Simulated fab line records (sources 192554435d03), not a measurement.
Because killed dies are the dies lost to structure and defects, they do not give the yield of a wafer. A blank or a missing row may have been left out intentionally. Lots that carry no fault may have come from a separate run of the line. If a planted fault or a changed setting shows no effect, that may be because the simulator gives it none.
Split-lot trial || flow n5Finfet || route with 1938 steps; 7 lots, 39 wafers read

SPLIT DETAILS
At N5_BEOL_M11_ILD_DEP_00 (deposits SiCOH lowk from DEMS/porogen, target thk 308.51 nm, time 58 s), the setting targetThkA was moved away from the recipe's 3085.1 angstrom on 18 of the 39 wafers read, by -28.1% to +59.8%. This setting was run at the recipe's value on the other wafers.

THE PATH FROM SPLIT TO READING: the file shows 1 step between them
- N5_BEOL_M11_CURE_71: cures SiCOH lowk, time 240 s

THE READING
M11_ILD_THK in nanometres, read at N5_BEOL_M11_THK_MEAS_01. Fault-free wafers of this fab line usually give 268 nm, standard deviation 3 nm.

{"wafer": "L074.1", "tool, chamber at the split": "pecvd-02, 1", "targetThkA as run, angstrom": 3085.1, "against the recipe": "recipe", "M11_ILD_THK, nm": 267, "against lot-mates on the recipe": "-"}
{"wafer": "L074.4", "tool, chamber at the split": "pecvd-02, 0", "targetThkA as run, angstrom": 3085.1, "against the recipe": "recipe", "M11_ILD_THK, nm": 267, "against lot-mates on the recipe": "-"}
{"wafer": "L074.6", "tool, chamber at the split": "pecvd-02, 2", "targetThkA as run, angstrom": 3085.1, "against the recipe": "recipe", "M11_ILD_THK, nm": 273, "against lot-mates on the recipe": "-"}
{"wafer": "L076.1", "tool, chamber at the split": "pecvd-03, 1", "targetThkA as run, angstrom": 4747, "against the recipe": "+53.9%", "M11_ILD_THK, nm": 412, "against lot-mates on the recipe": "+143"}
{"wafer": "L076.2", "tool, chamber at the split": "pecvd-03, 2", "targetThkA as run, angstrom": 3085.1, "against the recipe": "recipe", "M11_ILD_THK, nm": 268, "against lot-mates on the recipe": "-"}
{"wafer": "L076.3", "tool, chamber at the split": "pecvd-03, 0", "targetThkA as run, angstrom": 3085.1, "against the recipe": "recipe", "M11_ILD_THK, nm": 267, "against lot-mates on the recipe": "-"}
{"wafer": "L076.4", "tool, chamber at the split": "pecvd-03, 0", "targetThkA as run, angstrom": 4747, "against the recipe": "+53.9%", "M11_ILD_THK, nm": 420, "against lot-mates on the recipe": "+151"}
{"wafer": "L076.5", "tool, chamber at the split": "pecvd-03, 2", "targetThkA as run, angstrom": 3085.1, "against the recipe": "recipe", "M11_ILD_THK, nm": 271, "against lot-mates on the recipe": "-"}
{"wafer": "L076.6", "tool, chamber at the split": "pecvd-03, 1", "targetThkA as run, angstrom": 4747, "against the recipe": "+53.9%", "M11_ILD_THK, nm": 417, "against lot-mates on the recipe": "+148"}
{"wafer": "L077.1", "tool, chamber at the split": "pecvd-03, 2", "targetThkA as run, angstrom": 3085.1, "against the recipe": "recipe", "M11_ILD_THK, nm": 264, "against lot-mates on the recipe": "-"}
{"wafer": "L077.2", "tool, chamber at the split": "pecvd-03, 1", "targetThkA as run, angstrom": 3085.1, "against the recipe": "recipe", "M11_ILD_THK, nm": 260, "against lot-mates on the recipe": "-"}
{"wafer": "L077.3", "tool, chamber at the split": "pecvd-03, 2", "targetThkA as run, angstrom": 2219, "against the recipe": "-28.1%", "M11_ILD_THK, nm": 190, "against lot-mates on the recipe": -74}
{"wafer": "L077.4", "tool, chamber at the split": "pecvd-03, 1", "targetThkA as run, angstrom": 3085.1, "against the recipe": "recipe", "M11_ILD_THK, nm": 269, "against lot-mates on the recipe": "-"}
{"wafer": "L077.5", "tool, chamber at the split": "pecvd-03, 1", "targetThkA as run, angstrom": 2219, "against the recipe": "-28.1%", "M11_ILD_THK, nm": 190, "against lot-mates on the recipe": -74}
{"wafer": "L077.6", "tool, chamber at the split": "pecvd-03, 2", "targetThkA as run, angstrom": 2219, "against the recipe": "-28.1%", "M11_ILD_THK, nm": 191, "against lot-mates on the recipe": -73}
{"wafer": "L091.1", "tool, chamber at the split": "pecvd-02, 2", "targetThkA as run, angstrom": 3085.1, "against the recipe": "recipe", "M11_ILD_THK, nm": 264, "against lot-mates on the recipe": "-"}
{"wafer": "L091.2", "tool, chamber at the split": "pecvd-02, 1", "targetThkA as run, angstrom": 3777, "against the recipe": "+22.4%", "M11_ILD_THK, nm": 325, "against lot-mates on the recipe": "+60"}
{"wafer": "L091.3", "tool, chamber at the split": "pecvd-02, 0", "targetThkA as run, angstrom": 3085.1, "against the recipe": "recipe", "M11_ILD_THK, nm": 263, "against lot-mates on the recipe": "-"}
{"wafer": "L091.4", "tool, chamber at the split": "pecvd-02, 1", "targetThkA as run, angstrom": 3085.1, "against the recipe": "recipe", "M11_ILD_THK, nm": 267, "against lot-mates on the recipe": "-"}
{"wafer": "L091.5", "tool, chamber at the split": "pecvd-02, 2", "targetThkA as run, angstrom": 3777, "against the recipe": "+22.4%", "M11_ILD_THK, nm": 330, "against lot-mates on the recipe": "+65"}
{"wafer": "L091.6", "tool, chamber at the split": "pecvd-02, 0", "targetThkA as run, angstrom": 3777, "against the recipe": "+22.4%", "M11_ILD_THK, nm": 334, "against lot-mates on the recipe": "+69"}
{"wafer": "L093.1", "tool, chamber at the split": "pecvd-03, 0", "targetThkA as run, angstrom": 4888, "against the recipe": "+58.4%", "M11_ILD_THK, nm": 426, "against lot-mates on the recipe": "+159"}
{"wafer": "L093.2", "tool, chamber at the split": "pecvd-03, 1", "targetThkA as run, angstrom": 3085.1, "against the recipe": "recipe", "M11_ILD_THK, nm": 265, "against lot-mates on the recipe": "-"}
{"wafer": "L093.3", "tool, chamber at the split": "pecvd-03, 2", "targetThkA as run, angstrom": 4888, "against the recipe": "+58.4%", "M11_ILD_THK, nm": 427, "against lot-mates on the recipe": "+160"}
{"wafer": "L093.4", "tool, chamber at the split": "pecvd-03, 1", "targetThkA as run, angstrom": 4888, "against the recipe": "+58.4%", "M11_ILD_THK, nm": 431, "against lot-mates on the recipe": "+164"}
{"wafer": "L093.5", "tool, chamber at the split": "pecvd-03, 0", "targetThkA as run, angstrom": 3085.1, "against the recipe": "recipe", "M11_ILD_THK, nm": 268, "against lot-mates on the recipe": "-"}
{"wafer": "L093.6", "tool, chamber at the split": "pecvd-03, 2", "targetThkA as run, angstrom": 3085.1, "against the recipe": "recipe", "M11_ILD_THK, nm": 269, "against lot-mates on the recipe": "-"}
{"wafer": "L092.1", "tool, chamber at the split": "pecvd-03, 0", "targetThkA as run, angstrom": 4930, "against the recipe": "+59.8%", "M11_ILD_THK, nm": 431, "against lot-mates on the recipe": "+162"}
{"wafer": "L092.2", "tool, chamber at the split": "pecvd-03, 1", "targetThkA as run, angstrom": 3085.1, "against the recipe": "recipe", "M11_ILD_THK, nm": 267, "against lot-mates on the recipe": "-"}
{"wafer": "L092.3", "tool, chamber at the split": "pecvd-03, 2", "targetThkA as run, angstrom": 4930, "against the recipe": "+59.8%", "M11_ILD_THK, nm": 430, "against lot-mates on the recipe": "+161"}
{"wafer": "L092.4", "tool, chamber at the split": "pecvd-03, 1", "targetThkA as run, angstrom": 3085.1, "against the recipe": "recipe", "M11_ILD_THK, nm": 271, "against lot-mates on the recipe": "-"}
{"wafer": "L092.5", "tool, chamber at the split": "pecvd-03, 0", "targetThkA as run, angstrom": 3085.1, "against the recipe": "recipe", "M11_ILD_THK, nm": 270, "against lot-mates on the recipe": "-"}
{"wafer": "L092.6", "tool, chamber at the split": "pecvd-03, 2", "targetThkA as run, angstrom": 4930, "against the recipe": "+59.8%", "M11_ILD_THK, nm": 438, "against lot-mates on the recipe": "+169"}
{"wafer": "L095.1", "tool, chamber at the split": "pecvd-04, 1", "targetThkA as run, angstrom": 3085.1, "against the recipe": "recipe", "M11_ILD_THK, nm": 263, "against lot-mates on the recipe": "-"}
{"wafer": "L095.2", "tool, chamber at the split": "pecvd-04, 0", "targetThkA as run, angstrom": 4099, "against the recipe": "+32.9%", "M11_ILD_THK, nm": 354, "against lot-mates on the recipe": "+88"}
{"wafer": "L095.3", "tool, chamber at the split": "pecvd-04, 2", "targetThkA as run, angstrom": 3085.1, "against the recipe": "recipe", "M11_ILD_THK, nm": 266, "against lot-mates on the recipe": "-"}
{"wafer": "L095.4", "tool, chamber at the split": "pecvd-04, 2", "targetThkA as run, angstrom": 3085.1, "against the recipe": "recipe", "M11_ILD_THK, nm": 270, "against lot-mates on the recipe": "-"}
{"wafer": "L095.5", "tool, chamber at the split": "pecvd-04, 1", "targetThkA as run, angstrom": 4099, "against the recipe": "+32.9%", "M11_ILD_THK, nm": 361, "against lot-mates on the recipe": "+95"}
{"wafer": "L095.6", "tool, chamber at the split": "pecvd-04, 0", "targetThkA as run, angstrom": 4099, "against the recipe": "+32.9%", "M11_ILD_THK, nm": 361, "against lot-mates on the recipe": "+95"}

FIT RESULTS
A straight line over all 39 wafers: M11_ILD_THK changes by +2.76 nm for each +1% of targetThkA; r = +1.00; the points scatter about the line by 3.1 nm.
The same after taking each lot's own level away (the mean of its wafers on the recipe; 39 wafers): +2.74 nm for each +1%; r = +1.00; scatter 3 nm.
Per that fit: largest targetThkA move, reading shift of 1.6e+02 nm.
The lots' own levels span 264.3 to 269.3 nm, that is 1.7 times the standard deviation above.
The two slopes are in agreement: the lot-to-lot level therefore moves the slope only a little.
Check: +165 nm against its lot-mates is what the line predicts for one of the wafers moved furthest among these (+59.8%) when that wafer is left out of the fit. It came out at +162 nm against them.

THESE WAFERS: OTHER SPLITS
Other splits were also applied to these wafers ahead of the reading. Each is held against what the fit with the lots' levels taken away leaves over:
{"other split on the same wafers": "N5_BEOL_M1_TRENCH_ETCH_37 timeS", "wafers away from the commonest value": 18, "r with M11_ILD_THK (lot level and that fit taken away)": -0.17}
{"other split on the same wafers": "N5_BEOL_M2_ALD_98 aldCycles", "wafers away from the commonest value": 12, "r with M11_ILD_THK (lot level and that fit taken away)": "+0.00"}
{"other split on the same wafers": "N5_BEOL_M8_DESCUM_33 timeS", "wafers away from the commonest value": 15, "r with M11_ILD_THK (lot level and that fit taken away)": "+0.12"}

THE WHOLE CHAIN: every reading that the file lists as answering this split, in the file's order
{"step": "N5_BEOL_M11_ILD_DEP_00", "what it does": "deposits SiCOH lowk from DEMS/porogen, target thk 308.51 nm, time 58 s", "reading": "SiCOH_lowk_of_BEOL_M11_ILD_DEP_00.thkNm (the simulator's own value, which no gauge read)", "change (the file's fit)": "+3.08 nm for each +1% of the setting", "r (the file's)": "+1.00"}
{"step": "N5_BEOL_M11_CURE_71", "what it does": "cures SiCOH lowk, time 240 s", "reading": "SiCOH_lowk_of_BEOL_M11_ILD_DEP_00.thkNm (the simulator's own value, which no gauge read)", "change (the file's fit)": "+2.75 nm for each +1% of the setting", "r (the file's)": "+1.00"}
{"step": "N5_BEOL_M11_THK_MEAS_01", "what it does": "", "reading": "M11_ILD_THK", "change (the file's fit)": "+2.75 for each +1% of the setting", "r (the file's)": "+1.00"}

FILE'S OWN FIT
M11_ILD_THK changes by +2.75 nm for each +1% of targetThkA, r = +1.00.
